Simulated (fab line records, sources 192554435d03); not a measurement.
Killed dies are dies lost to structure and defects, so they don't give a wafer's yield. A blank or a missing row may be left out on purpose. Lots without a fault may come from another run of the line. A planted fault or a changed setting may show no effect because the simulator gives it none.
Chamber matching | flow n5_finfet | N5_BEOL_M3_CMP_52 on cmp-03: 4 sister chambers
The step polishes, stops on SiOC, t overpolish 6.8 s, target thk 40 nm. 8 wafers are shown with their chamber, then 8 later ones without.

WAFERS WITH THEIR CHAMBER
wafer  | chamber | motor_current_A (A) | time_to_endpoint_s (s)
L078.5 | 1       | 6.4                 | 63.0
L078.6 | 0       | 5.8                 | 63.6
L081.1 | 3       | 6.4                 | 64.3
L081.4 | 1       | 6.3                 | 66.1
L085.1 | 0       | 5.9                 | 61.1
L085.2 | 2       | 5.5                 | 57.3
L085.6 | 3       | 6.4                 | 60.0
L094.1 | 2       | 5.6                 | 58.1

WAFERS WITHOUT THEIR CHAMBER
wafer  | motor_current_A (A) | time_to_endpoint_s (s)
L094.5 | 5.6                 | 59.4
L094.6 | 6.6                 | 62.0
L096.3 | 5.9                 | 63.4
L096.4 | 6.1                 | 59.0
L096.6 | 6.3                 | 60.6
L097.3 | 6.6                 | 57.1
L097.4 | 6.1                 | 61.1
L097.5 | 6.1                 | 61.3

WHICH CHAMBER EACH WENT THROUGH
wafer  | from the rows above          | in truth
L094.5 | 2                            | 2
L094.6 | can't be placed: 3 or 1      | 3
L096.3 | 0                            | 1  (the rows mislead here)
L096.4 | can't be placed: 0 or 1 or 3 | 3
L096.6 | can't be placed: 3 or 1      | 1
L097.3 | can't be placed: 3 or 1      | 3
L097.4 | can't be placed: 0 or 1 or 3 | 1
L097.5 | can't be placed: 0 or 1 or 3 | 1
Placed correctly: 1 of 8. Can't be placed from these rows: 6 (the true chamber is among the candidates in 6). Placed wrongly: 1.
How it was worked out, from the rows above alone: a wafer's distance from a chamber is the root of the sum, over the readings, of the square of ((its reading less the chamber's mean) divided by the reading's scatter). The wafer belongs to the nearest chamber; if the next one is less than 2 further off, it can't be placed. A chamber's mean is the mean of its shown wafers. The scatter: the root of (the sum of the squares of (reading less its chamber's mean) over the shown wafers, divided by (wafers less chambers)).
